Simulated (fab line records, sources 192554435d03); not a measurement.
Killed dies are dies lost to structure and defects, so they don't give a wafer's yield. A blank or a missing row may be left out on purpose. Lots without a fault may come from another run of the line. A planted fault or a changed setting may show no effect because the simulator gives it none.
Which tool did it? | flow n5_finfet | 7 lots, 21 wafers sampled, at 1 step of a route of 1938

WHAT THE GAUGES READ, wafer by wafer
N5_BEOL_M9_INSPECT_13: inspects for defects (brightfield).
lot  | measured     | on                | raw_defect_count
L743 | day 9 21:18  | defect_inspect-02 | 608 505 654
L745 | day 10 14:24 | defect_inspect-02 | 454 570 452
L750 | day 11 14:34 | defect_inspect-02 | 367 511 409
L751 | day 12 06:22 | defect_inspect-01 | 412 482 440
L753 | day 12 13:13 | defect_inspect-02 | 218 260 276
L761 | day 14 13:52 | defect_inspect-02 | 583 377 367
L764 | day 15 04:42 | defect_inspect-01 | 314 407 301

WHICH TOOL RAN EACH LOT (tool, then ch and the chambers of the sampled wafers, then the start)
The record holds no process step before these readings.

THE ANSWER, worked out from the rows above alone
Rule: what is usual is taken from the lots themselves. Put in order of their means at a reading, lots are off if they are a third of the lots or fewer, leave a main group of 4 or more, and stand apart from it by a gap of 3 or more times the standard deviation of the main group's means; of several such gaps the widest counts. A main group whose means are all the same, to the digits that the tables above print for the reading, isn't used. A lot without any number at a reading at which 4 lots or more have one is off too. The other lots that the step has rows for count as sound.
No lot is off at any reading shown: from this, nothing can be told.

WHAT THE SIMULATOR HAD PUT IN
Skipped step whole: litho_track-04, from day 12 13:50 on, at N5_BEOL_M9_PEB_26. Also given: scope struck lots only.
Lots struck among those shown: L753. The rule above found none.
